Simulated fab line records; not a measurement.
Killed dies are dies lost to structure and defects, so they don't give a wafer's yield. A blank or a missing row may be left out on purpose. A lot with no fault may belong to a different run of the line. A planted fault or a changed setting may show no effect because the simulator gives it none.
Which tool was responsible? :: flow nandHarc :: 13 lots, 39 wafers sampled, at 5 steps of a route of 1302

WHAT EACH GAUGE READ, for each wafer
NHARC_THIN_TSV_CD_MEAS_12: the cd target is 1000 nm. Usual: cdNm 1000.5 nm, standard deviation 1.9.
lot: L493
measured: day 23 23:17
on: cdSem-01
cdNm (nm): 1001.2 1001.3 1002.1
flag: 

lot: L495
measured: day 24 09:16
on: cdSem-02
cdNm (nm): 999.9 998.6 1002.5
flag: 

lot: L496
measured: day 24 23:42
on: cdSem-01
cdNm (nm): 1001.7 1002.6 1001.9
flag: 

lot: L497
measured: day 24 22:35
on: cdSem-02
cdNm (nm): 1000.3 999.0 998.8
flag: 

lot: L498
measured: day 25 14:30
on: cdSem-01
cdNm (nm): 999.7 999.0 997.4
flag: 

lot: L499
measured: day 25 23:15
on: cdSem-03
cdNm (nm): 1003.1 998.4 1001.0
flag: 

lot: L500
measured: day 26 07:24
on: cdSem-03
cdNm (nm): 1002.2 1001.4 1002.9
flag: 

lot: L508
measured: day 31 01:31
on: cdSem-03
cdNm (nm): 996.2 999.6
flag: 

lot: L509
measured: day 31 02:29
on: cdSem-02
cdNm (nm): 999.6 999.0
flag: 

lot: L510
measured: day 31 13:28
on: cdSem-01
cdNm (nm): 998.8 1000.2 1001.1
flag: 

lot: L512
measured: day 32 04:20
on: cdSem-02
cdNm (nm): 1000.9 1001.9 999.5
flag: 

lot: L511
measured: day 31 17:47
on: cdSem-03
cdNm (nm): 999.6 1005.2 1001.1
flag: 

lot: L514
measured: day 34 00:00
on: cdSem-02
cdNm (nm): 998.3 1000.2 997.6
flag: 

NHARC_THIN_TSV_CD_MEAS_16. Usual: cdNm 1000.5 nm, standard deviation 2.
lot: L493
measured: day 24 00:15
on: cdSem-02
cdNm (nm): 1001.2 1002.7 1002.1
flag: 

lot: L495
measured: day 24 10:15
on: cdSem-02
cdNm (nm): 1000.3 997.6 1002.2
flag: 

lot: L496
measured: day 25 00:40
on: cdSem-01
cdNm (nm): 1000.6 1002.7 1001.1
flag: 

lot: L497
measured: day 24 23:34
on: cdSem-02
cdNm (nm): 999.1 997.2 999.3
flag: 

lot: L498
measured: day 25 15:28
on: cdSem-02
cdNm (nm): 1001.2 999.6 997.8
flag: 

lot: L499
measured: day 26 00:13
on: cdSem-02
cdNm (nm): 1002.7 998.0 1000.3
flag: 

lot: L500
measured: day 26 08:22
on: cdSem-02
cdNm (nm): 1002.8 1002.0 1003.9
flag: 

lot: L508
measured: day 31 02:29
on: cdSem-03
cdNm (nm): 997.3 1000.4
flag: 

lot: L509
measured: day 31 03:26
on: cdSem-02
cdNm (nm): 999.6 998.9
flag: 

lot: L510
measured: day 31 14:26
on: cdSem-02
cdNm (nm): 998.8 999.7 1001.5
flag: 

lot: L512
measured: day 32 05:17
on: cdSem-02
cdNm (nm): 1000.6 1001.9 1000.2
flag: 

lot: L511
measured: day 31 18:45
on: cdSem-02
cdNm (nm): 998.7 1006.9 1000.4
flag: 

lot: L514
measured: day 34 00:58
on: cdSem-02
cdNm (nm): 997.2 1000.6 999.9
flag: 

NHARC_END_SORT_01. Usual: defectLimitedYield 90 % (standard deviation 4.1); killedAtArray 63 (standard deviation 27); killedAtOther 0.7 (standard deviation 1.2); killedAtPeriphery 3.1 (standard deviation 2); killedDies 67 (standard deviation 28); killedOpen 3.0 (standard deviation 1.9); killedShort 2.2 (standard deviation 1.5).
lot: L493
measured: day 24 18:54
on: prober-01
defectLimitedYield (%): 86 85 89
killedAtArray: 90 102 71
killedAtOther: 0 0 2
killedAtPeriphery: 3 1 3
killedDies: 93 103 76
killedOpen: 2 4 1
killedShort: 2 0 1
flag: 

lot: L495
measured: day 25 01:46
on: prober-02
defectLimitedYield (%): 93 91 92
killedAtArray: 44 57 52
killedAtOther: 0 0 1
killedAtPeriphery: 6 3 3
killedDies: 50 60 56
killedOpen: 5 4 6
killedShort: 0 1 4
flag: 

lot: L496
measured: day 25 13:47
on: prober-02
defectLimitedYield (%): 87 89 86
killedAtArray: 84 74 91
killedAtOther: 0 0 0
killedAtPeriphery: 4 3 4
killedDies: 88 77 95
killedOpen: 3 2 10
killedShort: 1 2 2
flag: 

lot: L497
measured: day 25 14:33
on: prober-01
defectLimitedYield (%): 84 85 85
killedAtArray: 108 103 101
killedAtOther: 0 0 0
killedAtPeriphery: 3 1 0
killedDies: 111 104 101
killedOpen: 3 1 0
killedShort: 4 3 1
flag: 

lot: L498
measured: day 26 06:21
on: prober-01
defectLimitedYield (%): 84 85 86
killedAtArray: 103 92 83
killedAtOther: 2 0 3
killedAtPeriphery: 5 10 8
killedDies: 110 102 94
killedOpen: 2 3 0
killedShort: 3 2 0
flag: 

lot: L499
measured: day 26 16:31
on: prober-02
defectLimitedYield (%): 96 96 97
killedAtArray: 21 23 20
killedAtOther: 0 0 1
killedAtPeriphery: 6 1 2
killedDies: 27 24 23
killedOpen: 3 3 3
killedShort: 3 1 2
flag: 

lot: L500
measured: day 26 23:11
on: prober-01
defectLimitedYield (%): 84 83 82
killedAtArray: 100 117 118
killedAtOther: 0 0 3
killedAtPeriphery: 6 1 3
killedDies: 106 118 124
killedOpen: 6 5 6
killedShort: 4 0 6
flag: 

lot: L509
measured: day 31 19:34
on: prober-02
defectLimitedYield (%): 0 90 91
killedAtArray: 56 62 56
killedAtOther: 2 4 0
killedAtPeriphery: 616 4 3
killedDies: 674 70 59
killedOpen: 1 2 2
killedShort: 2 2 1
flag: OFF

lot: L510
measured: day 32 08:10
on: prober-02
defectLimitedYield (%): 93 92 92
killedAtArray: 46 49 50
killedAtOther: 0 0 0
killedAtPeriphery: 4 4 5
killedDies: 50 53 55
killedOpen: 6 1 2
killedShort: 1 4 5
flag: 

lot: L512
measured: day 33 04:20
on: prober-02
defectLimitedYield (%): 86 86 87
killedAtArray: 90 97 89
killedAtOther: 1 0 1
killedAtPeriphery: 5 1 0
killedDies: 96 98 90
killedOpen: 4 3 2
killedShort: 4 2 4
flag: 

lot: L511
measured: day 32 05:50
on: prober-01
defectLimitedYield (%): 91 92 93
killedAtArray: 60 48 44
killedAtOther: 0 1 0
killedAtPeriphery: 4 2 3
killedDies: 64 51 47
killedOpen: 1 0 2
killedShort: 2 1 0
flag: 

lot: L514
measured: day 34 16:57
on: prober-01
defectLimitedYield (%): 94 91 93
killedAtArray: 40 51 40
killedAtOther: 0 0 0
killedAtPeriphery: 3 7 5
killedDies: 43 58 45
killedOpen: 1 6 1
killedShort: 1 1 2
flag: 

EACH LOT AND THE TOOL THAT RAN IT (in order: tool; ch and the chambers of the sampled wafers; start)
lot: L493
NHARC_P_M0_PVD_21: pvdSputter-02, day 6 02:26
NHARC_THIN_TSV_ETCHBACK_48: rieDiel-10 ch 0,3, day 24 01:31

lot: L495
NHARC_P_M0_PVD_21: pvdSputter-02, day 6 18:41
NHARC_THIN_TSV_ETCHBACK_48: rieDiel-07 ch 1,2, day 24 11:34

lot: L496
NHARC_P_M0_PVD_21: pvdSputter-01, day 7 10:46
NHARC_THIN_TSV_ETCHBACK_48: rieDiel-10 ch 0,1,2, day 25 01:56

lot: L497
NHARC_P_M0_PVD_21: pvdSputter-02, day 7 15:49
NHARC_THIN_TSV_ETCHBACK_48: rieDiel-10 ch 0,3, day 25 00:55

lot: L498
NHARC_P_M0_PVD_21: pvdSputter-02, day 8 02:35
NHARC_THIN_TSV_ETCHBACK_48: rieDiel-05 ch 0,2,3, day 25 16:46

lot: L499
NHARC_P_M0_PVD_21: pvdSputter-02, day 8 14:16
NHARC_THIN_TSV_ETCHBACK_48: rieDiel-07 ch 0,3, day 26 01:42

lot: L500
NHARC_P_M0_PVD_21: pvdSputter-03, day 8 22:38
NHARC_THIN_TSV_ETCHBACK_48: rieDiel-10 ch 1,2, day 26 09:41

lot: L508
NHARC_P_M0_PVD_21: pvdSputter-03, day 12 21:25
NHARC_THIN_TSV_ETCHBACK_48: rieDiel-07 ch 1,2, day 31 03:53

lot: L509
NHARC_P_M0_PVD_21: pvdSputter-03, day 12 23:03
NHARC_THIN_TSV_ETCHBACK_48: rieDiel-05 ch 2,3, day 31 04:45

lot: L510
NHARC_P_M0_PVD_21: pvdSputter-02, day 13 07:14
NHARC_THIN_TSV_ETCHBACK_48: rieDiel-07 ch 0,1,2, day 31 15:51

lot: L512
NHARC_P_M0_PVD_21: pvdSputter-01, day 13 21:14
NHARC_THIN_TSV_ETCHBACK_48: rieDiel-05 ch 0,1, day 32 06:34

lot: L511
NHARC_P_M0_PVD_21: pvdSputter-02, day 13 21:40
NHARC_THIN_TSV_ETCHBACK_48: rieDiel-05 ch 1,2, day 31 20:04

lot: L514
NHARC_P_M0_PVD_21: pvdSputter-02, day 15 04:00
NHARC_THIN_TSV_ETCHBACK_48: rieDiel-05 ch 0,1,2, day 34 02:24
- NHARC_P_M0_PVD_21: deposits Cu, target thk 30 nm, time 20.49 s.
- NHARC_THIN_TSV_ETCHBACK_48: etches the open film in C4F8/Ar, target depth 1028.5 nm, time 405.17 s.

WHAT THE TOOLS THEMSELVES READ (means of the sampled wafers that have a number; where no wafer has one, the mark that the record gives instead)
NHARC_P_M0_PVD_21. Usual: throttleValvePct 30.1 %, standard deviation 0.65.
lot: L493
tool: pvdSputter-02
throttleValvePct (%): 30.3
flag: 

lot: L495
tool: pvdSputter-02
throttleValvePct (%): 30.2
flag: 

lot: L496
tool: pvdSputter-01
throttleValvePct (%): 29.5
flag: 

lot: L497
tool: pvdSputter-02
throttleValvePct (%): 30.7
flag: 

lot: L498
tool: pvdSputter-02
throttleValvePct (%): 30.5
flag: 

lot: L499
tool: pvdSputter-02
throttleValvePct (%): 30.4
flag: 

lot: L500
tool: pvdSputter-03
throttleValvePct (%): 29.9
flag: 

lot: L508
tool: pvdSputter-03
throttleValvePct (%): 30.0
flag: 

lot: L509
tool: pvdSputter-03
throttleValvePct (%): 30.4
flag: 

lot: L510
tool: pvdSputter-02
throttleValvePct (%): 30.4
flag: 

lot: L512
tool: pvdSputter-01
throttleValvePct (%): 29.3
flag: 

lot: L511
tool: pvdSputter-02
throttleValvePct (%): 30.3
flag: 

lot: L514
tool: pvdSputter-02
throttleValvePct (%): 30.8
flag: 

NHARC_THIN_TSV_ETCHBACK_48. Usual: biasW 300.0 W, standard deviation 0.85; oesProductAu 0.95 a.u., standard deviation 0.032; rfVppV 548 V, standard deviation 3.1.
lot: L493
tool: rieDiel-10
biasW (W): 300.4
oesProductAu (a.u.): 0.94
rfVppV (V): 549
flag: 

lot: L495
tool: rieDiel-07
biasW (W): 300.1
oesProductAu (a.u.): 0.94
rfVppV (V): 548
flag: 

lot: L496
tool: rieDiel-10
biasW (W): 300.1
oesProductAu (a.u.): 0.93
rfVppV (V): 545
flag: 

lot: L497
tool: rieDiel-10
biasW (W): 300.2
oesProductAu (a.u.): 0.94
rfVppV (V): 547
flag: 

lot: L498
tool: rieDiel-05
biasW (W): 299.6
oesProductAu (a.u.): 1.01
rfVppV (V): 551
flag: 

lot: L499
tool: rieDiel-07
biasW (W): 301.0
oesProductAu (a.u.): 0.93
rfVppV (V): 551
flag: 

lot: L500
tool: rieDiel-10
biasW (W): 299.3
oesProductAu (a.u.): 1.00
rfVppV (V): 542
flag: 

lot: L508
tool: rieDiel-07
biasW (W): 299.4
oesProductAu (a.u.): 0.94
rfVppV (V): 548
flag: 

lot: L509
tool: rieDiel-05
biasW (W): 299.9
oesProductAu (a.u.): 0.94
rfVppV (V): 550
flag: 

lot: L510
tool: rieDiel-07
biasW (W): 299.6
oesProductAu (a.u.): 1.01
rfVppV (V): 549
flag: 

lot: L512
tool: rieDiel-05
biasW (W): 300.6
oesProductAu (a.u.): 0.94
rfVppV (V): 548
flag: 

lot: L511
tool: rieDiel-05
biasW (W): 300.0
oesProductAu (a.u.): 0.93
rfVppV (V): 548
flag: 

lot: L514
tool: rieDiel-05
biasW (W): 300.0
oesProductAu (a.u.): 0.93
rfVppV (V): 549
flag: 

THE ANSWER, worked out from the rows above alone
Rule: a lot is off if the mean of its wafers that have a number lies more than 3 standard deviations from the usual mean. Also off: a lot with no number at a reading for which 4 or more lots have one. Any other lot the step has rows for is counted as sound. Order of review: gauges by route order, followed by the tools' own readings, for which a lot's mean as printed above is used. The first step at which some lot is off is used, and at that step the reading that is off furthest; a lot without a number counts as furthest.
Off: L509, at NHARC_END_SORT_01 (killedAtPeriphery). Neither off nor sound, because the step has no rows for them: L508.
A tool fits if, at a process step before that reading, it ran every lot that is off, and no sound lot after the first of them. The gauges at NHARC_END_SORT_01 are tried like those tools. One candidate fits, namely pvdSputter-03 at NHARC_P_M0_PVD_21. A fault onset in the window from L500 (day 8 22:38, its last sound lot) to L509 (day 12 23:03, its first lot off) fits.

WHAT THE SIMULATOR PUT IN
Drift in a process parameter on pvdSputter-03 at NHARC_P_M0_PVD_21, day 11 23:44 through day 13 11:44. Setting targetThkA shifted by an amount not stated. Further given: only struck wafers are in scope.
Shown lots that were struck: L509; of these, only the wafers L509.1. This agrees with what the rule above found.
